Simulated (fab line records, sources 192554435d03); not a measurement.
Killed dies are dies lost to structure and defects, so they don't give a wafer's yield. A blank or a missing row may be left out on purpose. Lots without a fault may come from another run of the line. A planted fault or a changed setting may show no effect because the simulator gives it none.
fab line records | flow n5_finfet | part 1 of 2: steps 1 to 4 of 6
record lots=24 wafers=72 last_day=18
route steps=1938 shown FIN_SAQP@102 FIN_CUT@168
lots that met no fault: from a run of the same line without faults
start_h: hours from the record's first day to the start of the lot's first wafer shown | wait_h: hours since the lot's step before | " the same as in the row above | L1.1+2: a row that stands for several wafers | - no value, or no start given | * or withheld: withheld | < > ~ a bound
route shown NAME@n: a module of which the file shows steps, and the number in the route of the first | usual: mean/standard deviation of fault-free wafers | same: alike in all rows | chamber/n: place in a boat | sites: the reading at each site | _std_site: their standard deviation | _edge_site: outer sites' mean less inner sites' | radius_mm: how far each site lies from the wafer's centre | mask NAME#n: copy n | behind: the tool/chamber that last shaped the wafer | hold: why the lot was held/for how many hours/how that ended | device: the transistor (n, p or np) that didn't switch | end of line: the same wafers' tests at the end of the route | a step without rows: its recipe alone | killed: dies lost to structure and defects at the first sort, not the wafer's yield | map: a wafer's dies, x killed, . not, _ none there
set.NAME: the setting as run; set.NAME@STEP: as run at that earlier step | model.NAME: the simulator's own value behind a step, which no gauge read
steps of the route over a sample of lots; a table a step, a row a wafer
services: from which hour (start_h, from the record's first day; less than 0 if before it) a tool's chamber was out of use, for how many hours, and why
## steps
# step N5_FIN_SAQP_HM_DEP_72
# recipe material=SiO2 target_thk_a=120 temp_c=400 precursor=SiH4/N2O pressure_torr=0.75 rf_w=275 time_s=7.2
# usual heater_power_w=754/110 showerhead_plenum_p_Torr=8.11/0.11
# columns lot.wafer tool chamber start_h wait_h heater_power_w showerhead_plenum_p_Torr
L074.1 pecvd-02 1 21.31 0.0 774 8.04
L074.3 " 1 " " 759 8.04
L074.4 " 0 " " 696 8.09
L075.1 pecvd-01 2 28.71 0.0 768 8.33
L075.4 " 1 " " 987 8.01
L075.6 " 0 " " 764 8.12
L076.4 pecvd-01 1 33.04 0.1 989 8.01
L076.5 " 0 " " 799 8.11
L076.6 " 2 " " 751 8.35
L077.3 pecvd-02 1 39.49 0.1 656 8.04
L077.5 " 1 " " 670 8.05
L077.6 " 0 " " 593 8.10
L078.1 pecvd-02 0 45.15 0.0 647 8.10
L078.2 " 1 " " 788 8.04
L078.3 " 0 " " 665 8.07
L079.2 pecvd-03 1 51.04 0.0 705 8.00
L079.4 " 0 " " 548 8.26
L079.5 " 2 " " 777 8.05
L080.1 pecvd-02 0 58.45 0.0 597 8.10
L080.4 " 1 " " 698 8.02
L080.5 " 2 " " 750 8.14
L081.1 pecvd-02 0 63.47 0.0 697 8.11
L081.2 " 1 " " 749 8.03
L081.6 " 2 " " 815 8.14
L082.1 pecvd-01 0 69.47 0.0 772 8.13
L082.3 " 1 " " 869 8.01
L082.4 " 1 " " 888 8.01
L083.3 pecvd-01 2 75.87 0.0 783 8.35
L083.5 " 1 " " 964 8.01
L083.6 " 2 " " 782 8.33
L084.1 pecvd-03 1 81.60 0.0 791 7.99
L084.2 " 2 " " 781 8.07
L084.5 " 2 " " 760 8.07
L085.2 pecvd-01 0 87.52 0.0 770 8.10
L085.4 " 0 " " 739 8.13
L085.6 " 2 " " 810 8.33
L086.3 pecvd-01 2 92.93 0.0 765 8.35
L086.4 " 2 " " 751 8.34
L086.6 " 1 " " 1001 8.00
L087.2 pecvd-03 1 99.69 0.0 784 8.00
L087.4 " 0 " " 546 8.26
L087.6 " 2 " " 731 8.07
L088.2 pecvd-02 2 105.04 0.0 787 8.14
L088.4 " 0 " " 694 8.08
L088.6 " 2 " " 797 8.16
L089.1 pecvd-03 2 111.97 0.0 702 8.06
L089.3 " 0 " " 570 8.25
L089.6 " 1 " " 826 7.98
L090.2 pecvd-02 1 117.13 0.0 774 8.03
L090.3 " 2 " " 757 8.14
L090.5 " 0 " " 585 8.10
L091.3 pecvd-03 0 123.00 0.0 549 8.24
L091.4 " 2 " " 758 8.08
L091.6 " 0 " " 547 8.28
L092.2 pecvd-03 1 129.41 0.0 797 7.97
L092.3 " 2 " " 689 8.07
L092.5 " 0 " " 598 8.25
L093.2 pecvd-01 2 137.25 0.0 729 8.36
L093.5 " 0 " " 707 8.12
L093.6 " 1 " " 921 8.04
L094.2 pecvd-01 0 142.03 0.0 824 8.13
L094.4 " 0 " " 842 8.12
L094.5 " 1 " " 969 8.01
L095.1 pecvd-03 2 148.28 0.0 772 8.05
L095.2 " 0 " " 629 8.26
L095.3 " 1 " " 758 7.99
L096.3 pecvd-01 0 154.56 0.0 765 8.12
L096.5 " 0 " " 792 8.12
L096.6 " 1 " " 947 8.01
L097.1 pecvd-03 1 159.24 0.0 747 8.00
L097.3 " 2 " " 717 8.08
L097.4 " 0 " " 593 8.26
# step N5_FIN_SAQP_MANDREL_ETCH_22
# recipe target_depth_a=600 chemistry=HBr/Cl2 target=a-Si stop_on=SiNx bt_time_s=10 over_etch_frac=0.5 time_s=30 pressure_mtorr=10 icp_w=800 bias_w=75 HBr_flow_sccm=150 Cl2_flow_sccm=80 ends=end_point
# usual drypump_motor_current_A=5.6/0.55 oes_product_au=0.772/0.017 throttle_valve_pct=35.3/0.42
# columns lot.wafer tool chamber start_h wait_h drypump_motor_current_A oes_product_au rf_hours_counter_h throttle_valve_pct
L074.1 rie_si-01 3 22.16 0.0 4.7 0.752 46 35.5
L074.3 " 2 " " 5.5 0.770 162 35.8
L074.4 " 0 " " 6.2 0.781 78 35.5
L075.1 rie_si-03 0 29.54 0.0 6.4 0.756 112 34.9
L075.4 " 3 " " 5.5 0.801 41 35.6
L075.6 " 3 " " 5.6 0.814 - 35.6
L076.4 rie_si-02 1 33.85 0.0 5.5 0.771 205 35.4
L076.5 " 1 " " 5.6 0.768 - 35.4
L076.6 " 2 " " 5.9 0.791 - 35.2
L077.3 rie_si-02 2 40.19 0.0 5.9 0.787 74 35.2
L077.5 " 0 " " 6.2 0.772 - 35.8
L077.6 " 3 " " 4.8 0.782 - 34.8
L078.1 rie_si-02 2 46.25 0.0 5.9 0.800 74 35.2
L078.2 " 0 " " 6.2 0.773 36 35.8
L078.3 " 3 " " 4.8 0.775 27 34.8
L079.2 rie_si-02 0 52.02 0.0 6.2 0.762 36 35.8
L079.4 " 2 " " 5.9 0.794 - 35.2
L079.5 " 0 " " 6.2 0.770 - 35.8
L080.1 rie_si-01 3 59.52 0.0 4.7 0.759 47 35.4
L080.4 " 0 " " 6.2 0.780 79 35.5
L080.5 " 3 " " 4.7 0.769 - 35.4
L081.1 rie_si-02 0 64.29 0.0 6.2 0.774 36 35.8
L081.2 " 2 " " 5.9 0.790 74 35.2
L081.6 " 3 " " 4.8 0.773 - 34.8
L082.1 rie_si-02 1 70.18 0.0 5.6 0.791 0 35.3
L082.3 " 2 " " 5.9 0.792 74 35.2
L082.4 " 0 " " 6.2 0.776 36 35.8
L083.3 rie_si-03 0 76.58 0.0 6.4 0.749 113 34.9
L083.5 " 0 " " 6.4 0.766 - 34.8
L083.6 " 3 " " 5.5 0.790 - 35.6
L084.1 rie_si-01 1 82.70 0.0 5.6 0.749 75 35.7
L084.2 " 2 " " 5.5 0.754 164 35.9
L084.5 " 0 " " 6.2 0.787 - 35.5
L085.2 rie_si-01 1 88.54 0.0 5.6 0.737 75 35.8
L085.4 " 3 " " 4.7 0.755 48 35.5
L085.6 " 1 " " 5.6 0.757 - 35.7
L086.3 rie_si-01 1 93.75 0.0 5.6 0.743 75 35.7
L086.4 " 0 " " 6.2 0.774 80 35.5
L086.6 " 2 " " 5.5 0.761 - 35.9
L087.2 rie_si-03 0 100.40 0.0 6.4 0.742 113 34.9
L087.4 " 1 " " 5.1 0.770 144 34.7
L087.6 " 1 " " 5.1 0.777 - 34.7
L088.2 rie_si-03 3 106.14 0.0 5.5 0.786 43 35.7
L088.4 " 2 " " 5.7 0.753 121 34.6
L088.6 " 3 " " 5.5 0.809 - 35.6
L089.1 rie_si-02 1 112.80 0.0 5.5 0.783 1 35.3
L089.3 " 3 " " 4.8 0.767 28 34.8
L089.6 " 3 " " 4.8 0.773 - 34.8
L090.2 rie_si-01 2 117.83 0.0 5.5 0.755 164 35.8
L090.3 " 1 " " 5.6 0.740 76 35.7
L090.5 " 0 " " 6.2 0.797 - 35.4
L091.3 rie_si-03 1 123.83 0.0 5.1 0.773 145 34.7
L091.4 " 2 " " 5.7 0.763 121 34.6
L091.6 " 2 " " 5.7 0.765 - 34.6
L092.2 rie_si-02 1 130.74 0.0 5.6 0.776 1 35.3
L092.3 " 2 " " 5.9 0.783 75 35.2
L092.5 " 0 " " 6.2 0.778 - 35.8
L093.2 rie_si-02 2 138.07 0.0 5.9 0.797 75 35.1
L093.5 " 1 " " 5.6 0.780 - 35.3
L093.6 " 0 " " 6.2 0.776 - 35.8
L094.2 rie_si-02 0 143.05 0.0 6.2 0.760 38 35.8
L094.4 " 3 " " 4.8 0.776 29 34.8
L094.5 " 2 " " 5.9 0.805 - 35.1
L095.1 rie_si-02 3 149.45 0.0 4.8 0.757 29 34.8
L095.2 " 2 " " 5.9 0.790 75 35.2
L095.3 " 1 " " 5.6 0.783 2 35.3
L096.3 rie_si-03 1 155.45 0.0 5.1 0.766 145 34.7
L096.5 " 0 " " 6.4 0.776 - 34.8
L096.6 " 3 " " 5.5 0.809 - 35.6
L097.1 rie_si-03 3 160.23 0.0 5.5 0.786 44 35.7
L097.3 " 0 " " 6.4 0.763 114 34.8
L097.4 " 1 " " 5.1 0.775 145 34.7
# step N5_FIN_SAQP_MANDREL1_REMOVE_56
# recipe chemistry=HBr/Cl2/O2 bt_time_s=10 target=a-Si stop_on=SiNx endpoint=OES-SiCl over_etch_frac=1 icp_w=600 bias_w=22 HBr_flow_sccm=150 Cl2_flow_sccm=80 O2_flow_sccm=5 pressure_mtorr=10
# usual drypump_motor_current_A=5.6/0.53 oes_product_au=0.999/0.023 throttle_valve_pct=36.7/0.43
# columns lot.wafer tool chamber start_h wait_h drypump_motor_current_A oes_product_au rf_hours_counter_h throttle_valve_pct
L074.1 rie_si-03 2 23.80 0.1 5.7 0.989 119 35.9
L074.3 " 1 " " 5.1 0.987 143 36.1
L074.4 " 0 " " 6.4 0.982 112 36.2
L075.1 rie_si-03 0 31.51 0.1 6.4 0.985 112 36.2
L075.4 " 2 " " 5.7 0.997 119 35.9
L075.6 " 1 " " 5.1 0.997 - 36.0
L076.4 rie_si-03 2 35.70 0.0 5.7 0.975 119 35.9
L076.5 " 1 " " 5.1 0.988 - 36.0
L076.6 " 2 " " 5.7 0.985 - 35.9
L077.3 rie_si-03 3 41.80 0.1 5.5 1.040 41 37.0
L077.5 " 0 " " 6.4 0.990 - 36.2
L077.6 " 3 " " 5.5 1.035 - 37.0
L078.1 rie_si-02 0 48.55 0.1 6.2 1.013 36 37.2
L078.2 " 3 " " 4.8 0.994 27 36.1
L078.3 " 2 " " 5.8 1.022 74 36.5
L079.2 rie_si-03 2 54.08 0.1 5.7 0.986 120 35.9
L079.4 " 3 " " 5.5 1.043 41 37.0
L079.5 " 1 " " 5.1 0.994 - 36.0
L080.1 rie_si-01 2 61.53 0.1 5.5 0.973 163 37.2
L080.4 " 0 " " 6.3 1.012 79 36.8
L080.5 " 3 " " 4.7 0.990 - 36.8
L081.1 rie_si-01 2 65.93 0.1 5.5 0.981 163 37.2
L081.2 " 1 " " 5.6 0.965 75 37.1
L081.6 " 3 " " 4.7 0.989 - 36.8
L082.1 rie_si-01 0 71.93 0.1 6.2 1.022 79 36.8
L082.3 " 1 " " 5.6 0.979 75 37.1
L082.4 " 2 " " 5.5 0.975 163 37.2
L083.3 rie_si-02 2 78.19 0.1 5.9 1.030 74 36.5
L083.5 " 0 " " 6.2 1.019 - 37.2
L083.6 " 1 " " 5.6 1.021 - 36.6
L084.1 rie_si-01 3 84.38 0.1 4.7 0.993 48 36.8
L084.2 " 1 " " 5.6 0.977 75 37.1
L084.5 " 2 " " 5.5 0.972 - 37.2
L085.2 rie_si-03 2 90.21 0.1 5.7 0.965 120 35.9
L085.4 " 3 " " 5.5 1.026 42 37.0
L085.6 " 2 " " 5.7 0.975 - 35.9
L086.3 rie_si-02 2 95.91 0.1 5.9 1.049 75 36.5
L086.4 " 1 " " 5.6 1.018 1 36.6
L086.6 " 0 " " 6.2 1.013 - 37.2
L087.2 rie_si-01 2 104.11 0.1 5.5 0.973 164 37.2
L087.4 " 3 " " 4.7 0.980 48 36.8
L087.6 " 1 " " 5.6 0.967 - 37.1
L088.2 rie_si-02 0 108.40 0.1 6.2 1.021 37 37.2
L088.4 " 2 " " 5.8 1.047 75 36.5
L088.6 " 0 " " 6.2 1.015 - 37.2
L089.1 rie_si-02 1 114.41 0.1 5.6 1.016 1 36.6
L089.3 " 2 " " 5.8 1.053 75 36.5
L089.6 " 1 " " 5.6 1.019 - 36.6
L090.2 rie_si-02 3 119.44 0.1 4.8 1.011 28 36.2
L090.3 " 1 " " 5.6 1.021 1 36.6
L090.5 " 0 " " 6.2 1.010 - 37.2
L091.3 rie_si-01 2 125.49 0.1 5.5 0.968 164 37.2
L091.4 " 0 " " 6.2 1.003 80 36.8
L091.6 " 0 " " 6.2 1.008 - 36.8
L092.2 rie_si-01 3 132.96 0.1 4.7 0.992 48 36.8
L092.3 " 1 " " 5.6 0.981 76 37.1
L092.5 " 1 " " 5.6 0.973 - 37.1
L093.2 rie_si-01 0 139.72 0.1 6.2 1.029 81 36.8
L093.5 " 3 " " 4.7 0.995 - 36.8
L093.6 " 2 " " 5.5 0.971 - 37.2
L094.2 rie_si-01 3 144.71 0.1 4.7 1.001 49 36.8
L094.4 " 0 " " 6.2 1.023 81 36.8
L094.5 " 0 " " 6.2 1.024 - 36.8
L095.1 rie_si-01 3 151.48 0.1 4.7 0.985 49 36.8
L095.2 " 2 " " 5.5 0.963 165 37.2
L095.3 " 0 " " 6.3 1.018 81 36.8
L096.3 rie_si-03 2 157.46 0.1 5.7 0.984 122 35.9
L096.5 " 2 " " 5.7 0.988 - 35.9
L096.6 " 3 " " 5.5 1.025 - 37.0
L097.1 rie_si-02 0 161.86 0.1 6.2 1.021 38 37.2
L097.3 " 1 " " 5.5 1.010 2 36.6
L097.4 " 3 " " 4.8 1.000 29 36.1
# step N5_FIN_SAQP_MANDREL2_REMOVE_60
# recipe chemistry=HBr/Cl2/O2 bt_time_s=10 target=a-Si stop_on=SiNx endpoint=OES-SiCl over_etch_frac=1 icp_w=600 bias_w=22 HBr_flow_sccm=150 Cl2_flow_sccm=80 O2_flow_sccm=5 pressure_mtorr=10
# usual drypump_motor_current_A=5.6/0.53 oes_product_au=0.998/0.024 throttle_valve_pct=36.7/0.41
# columns lot.wafer tool chamber start_h wait_h drypump_motor_current_A oes_product_au rf_hours_counter_h throttle_valve_pct
L074.1 rie_si-01 3 25.68 0.1 4.7 0.987 46 36.8
L074.3 " 1 " " 5.6 0.967 74 37.1
L074.4 " 2 " " 5.5 0.959 163 37.2
L075.1 rie_si-02 3 33.12 0.1 4.8 1.008 26 36.1
L075.4 " 1 " " 5.6 0.992 205 36.8
L075.6 " 2 " " 5.9 1.037 - 36.5
L076.4 rie_si-02 3 37.33 0.1 4.8 0.991 27 36.1
L076.5 " 3 " " 4.8 1.002 - 36.1
L076.6 " 0 " " 6.2 1.021 - 37.2
L077.3 rie_si-01 1 43.48 0.1 5.6 0.977 74 37.1
L077.5 " 0 " " 6.2 1.017 - 36.8
L077.6 " 1 " " 5.6 0.971 - 37.1
L078.1 rie_si-03 3 50.18 0.1 5.6 1.037 41 37.0
L078.2 " 1 " " 5.1 0.990 143 36.0
L078.3 " 2 " " 5.7 0.989 120 35.9
L079.2 rie_si-02 0 56.12 0.1 6.2 1.015 36 37.2
L079.4 " 0 " " 6.2 1.020 - 37.2
L079.5 " 3 " " 4.8 1.014 - 36.1
L080.1 rie_si-03 3 63.08 0.1 5.6 1.040 42 37.0
L080.4 " 2 " " 5.7 0.982 120 35.9
L080.5 " 3 " " 5.5 1.032 - 37.0
L081.1 rie_si-01 1 67.48 0.1 5.6 0.974 75 37.1
L081.2 " 3 " " 4.7 0.993 47 36.8
L081.6 " 2 " " 5.5 0.981 - 37.2
L082.1 rie_si-01 2 73.47 0.1 5.5 0.965 163 37.2
L082.3 " 0 " " 6.2 1.014 79 36.8
L082.4 " 1 " " 5.6 0.969 75 37.1
L083.3 rie_si-02 3 79.91 0.1 4.8 0.998 28 36.1
L083.5 " 2 " " 5.9 1.037 - 36.5
L083.6 " 1 " " 5.6 1.006 - 36.6
L084.1 rie_si-01 1 86.88 0.1 5.6 0.978 75 37.1
L084.2 " 2 " " 5.5 0.970 164 37.2
L084.5 " 0 " " 6.2 1.024 - 36.8
L085.2 rie_si-01 2 92.29 0.1 5.5 0.967 164 37.2
L085.4 " 3 " " 4.7 0.992 48 36.8
L085.6 " 3 " " 4.7 0.992 - 36.8
L086.3 rie_si-02 2 97.55 0.1 5.9 1.029 75 36.5
L086.4 " 1 " " 5.6 1.014 1 36.6
L086.6 " 3 " " 4.8 1.009 - 36.2
L087.2 rie_si-01 0 106.08 0.1 6.2 1.010 80 36.8
L087.4 " 3 " " 4.7 0.977 48 36.8
L087.6 " 2 " " 5.5 0.955 - 37.2
L088.2 rie_si-01 0 110.18 0.1 6.3 1.014 80 36.8
L088.4 " 3 " " 4.7 1.001 48 36.8
L088.6 " 0 " " 6.3 1.016 - 36.8
L089.1 rie_si-01 3 116.13 0.1 4.7 0.999 48 36.8
L089.3 " 0 " " 6.2 1.015 80 36.8
L089.6 " 2 " " 5.5 0.970 - 37.2
L090.2 rie_si-01 2 121.31 0.1 5.5 0.965 164 37.2
L090.3 " 1 " " 5.6 0.967 76 37.1
L090.5 " 0 " " 6.2 1.009 - 36.8
L091.3 rie_si-02 2 127.39 0.1 5.9 1.042 75 36.5
L091.4 " 1 " " 5.6 1.017 1 36.6
L091.6 " 2 " " 5.9 1.039 - 36.5
L092.2 rie_si-01 1 134.63 0.1 5.6 0.967 76 37.1
L092.3 " 3 " " 4.7 0.996 48 36.8
L092.5 " 2 " " 5.5 0.968 - 37.2
L093.2 rie_si-03 3 141.33 0.1 5.5 1.020 43 37.0
L093.5 " 0 " " 6.4 0.990 - 36.2
L093.6 " 3 " " 5.5 1.032 - 37.0
L094.2 rie_si-03 1 146.68 0.1 5.1 1.000 145 36.0
L094.4 " 3 " " 5.5 1.034 43 37.0
L094.5 " 1 " " 5.1 1.002 - 36.0
L095.1 rie_si-01 2 153.02 0.1 5.5 0.964 165 37.2
L095.2 " 1 " " 5.6 0.964 77 37.1
L095.3 " 0 " " 6.3 1.019 81 36.8
L096.3 rie_si-03 0 159.33 0.1 6.4 0.984 114 36.2
L096.5 " 2 " " 5.7 0.996 - 35.9
L096.6 " 3 " " 5.5 1.033 - 37.0
L097.1 rie_si-02 3 163.62 0.1 4.8 1.004 29 36.2
L097.3 " 2 " " 5.9 1.053 76 36.5
L097.4 " 1 " " 5.6 1.018 2 36.6
